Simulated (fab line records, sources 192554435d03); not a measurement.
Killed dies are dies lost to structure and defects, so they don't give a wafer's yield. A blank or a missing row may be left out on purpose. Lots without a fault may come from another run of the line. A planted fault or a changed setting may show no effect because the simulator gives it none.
A struck lot beside a sound one | flow n5_finfet | 16 steps out of a route of 1938
Sound: wafers L622.3, L622.4, L622.6. Struck: wafers L632.1, L632.2, L632.6. The cause comes at the end.
At each step with rows: each side's tool, then ch and its chambers, then its first start. Under that, the readings that differ: sound wafers | struck wafers | difference of the means | sigmas: that difference in standard deviations of wafers without a fault.
alike: readings whose means differ by less than 2 such deviations, and words and numbers that are the same on both sides. not compared: withheld readings, readings that some wafer has no value for, bounds like >300 that may hide the same value, and numbers for which the record gives no deviation and whose values overlap.
The two part at a step that has a row with sigmas, a row that says differs or no value, or rows on one side only. Numbers that don't overlap but have no deviation are shown without sigmas and don't part them. A reading that every wafer of one side lacks parts them only if that side has two wafers or more.

first, 3 steps without rows for these wafers: N5_SD_EPI_N_EXPOSE_06 (exposes mask SD N BLK, target cd 120 nm); N5_SD_EPI_N_PEB_07 (peb time 60 s); N5_SD_EPI_N_DEVELOP_08 (develop time 30 s).
N5_SD_EPI_N_CD_MEAS_09: target cd 120 nm.
  sound on cd_sem-02 ch 0, day 3 12:17; struck on cd_sem-03 ch 0, day 6 04:10
  alike: cd_nm
N5_SD_EPI_N_OVL_MEAS_10:
  sound on overlay-02 ch 0, day 3 12:19; struck on overlay-01 ch 0, day 6 04:12
  alike: SD_N_BLK_OVL
N5_SD_EPI_N_INSPECT_11: inspects for defects (macro).
  sound on defect_inspect-02, day 3 12:21; struck on defect_inspect-02, day 6 04:13
  alike: raw_defect_count
N5_SD_EPI_N_DESCUM_14: chemistry O2, time 7.9 s.
  sound on rie_diel-02 ch 2,3, day 3 12:23; struck on rie_diel-02 ch 0,1, day 6 04:15
  alike: chamber_pressure_mTorr, drypump_motor_current_A, oes_product_au, rf_vpp_V, showerhead_plenum_p_Torr, throttle_valve_pct
  not compared: rf_hours_counter_h
N5_SD_EPI_N_ETCH_34: etches SiARC in CF4, target depth 45.5 nm, time 75.8 s.
  sound on rie_diel-02 ch 2,3, day 3 12:25; struck on rie_diel-02 ch 0,1, day 6 04:17
  alike: chamber_pressure_mTorr, drypump_motor_current_A, etch_rf_on_time_s, oes_product_au, rf_vpp_V, showerhead_plenum_p_Torr, throttle_valve_pct
  not compared: rf_hours_counter_h
N5_SD_EPI_N_ETCH_35: etches SOC in N2/H2, overetch 108 nm, time 486 s.
  sound on rie_diel-02 ch 2,3, day 3 12:28; struck on rie_diel-02 ch 0,1, day 6 04:21
  alike: chamber_pressure_mTorr, drypump_motor_current_A, oes_product_au, rf_vpp_V, showerhead_plenum_p_Torr, throttle_valve_pct
  not compared: rf_hours_counter_h
then, 1 step without rows for these wafers: N5_SD_EPI_N_STRIP_36 (strips in N2/H2).
N5_SD_EPI_N_ETCHBACK_44: etches SiNx in CH3F/O2, stops on SiO2, target depth 14.5 nm.
  sound on rie_diel-02 ch 2,3, day 3 12:47; struck on rie_diel-02 ch 0,1, day 6 04:40
  alike: chamber_pressure_mTorr, drypump_motor_current_A, oes_product_au, rf_vpp_V, showerhead_plenum_p_Torr, throttle_valve_pct
  not compared: rf_hours_counter_h
N5_SD_EPI_N_ETCH_45: etches SiOCN in CH3F/O2, target depth 6 nm.
  sound on rie_diel-02 ch 2,3, day 3 12:53; struck on rie_diel-02 ch 0,1, day 6 04:46
  alike: chamber_pressure_mTorr, drypump_motor_current_A, oes_product_au, rf_vpp_V, showerhead_plenum_p_Torr, throttle_valve_pct
  not compared: rf_hours_counter_h
N5_SD_EPI_N_ETCH_16: etches SiO2 in CHF3/O2, target depth 5 nm.
  sound on rie_diel-02 ch 2,3, day 3 12:59; struck on rie_diel-02 ch 0,1, day 6 04:52
  reading                  | sound             | struck          | difference | sigmas
  model.etch.depth_nm (nm) | 5.073 5.101 4.857 | 3.845 3.8 3.844 | -1.181     |
  alike: chamber_pressure_mTorr, drypump_motor_current_A, oes_product_au, rf_vpp_V, showerhead_plenum_p_Torr, throttle_valve_pct
  not compared: rf_hours_counter_h, model.SiARC_of_SD_EPI_N_COAT_33.thk_nm
then, 1 step without rows for these wafers: N5_SD_EPI_N_STRIP_47 (strips in CHF3/O2).
-- the record jumps here: 5 days lie between the struck wafers' starts before and after (it left off in module SD_EPI_N and takes up again in module BEOL_M4, whose first step shown is number 1111 of the route) --
N5_BEOL_M4_RC_MEAS_101:
  sound on prober-02 ch 0, day 9 08:33; struck on prober-01 ch 0, day 11 08:59
  alike: DIBL_N, DIBL_P, IOFF_N, IOFF_P, ION_N, ION_P, SS_N, SS_P, VT_N, VT_P
then, 1 step without rows for these wafers: N5_PASSIVATION_PROBE_49.

WHERE THEY PART
Nowhere in this record.

WHY: what the simulator had put in
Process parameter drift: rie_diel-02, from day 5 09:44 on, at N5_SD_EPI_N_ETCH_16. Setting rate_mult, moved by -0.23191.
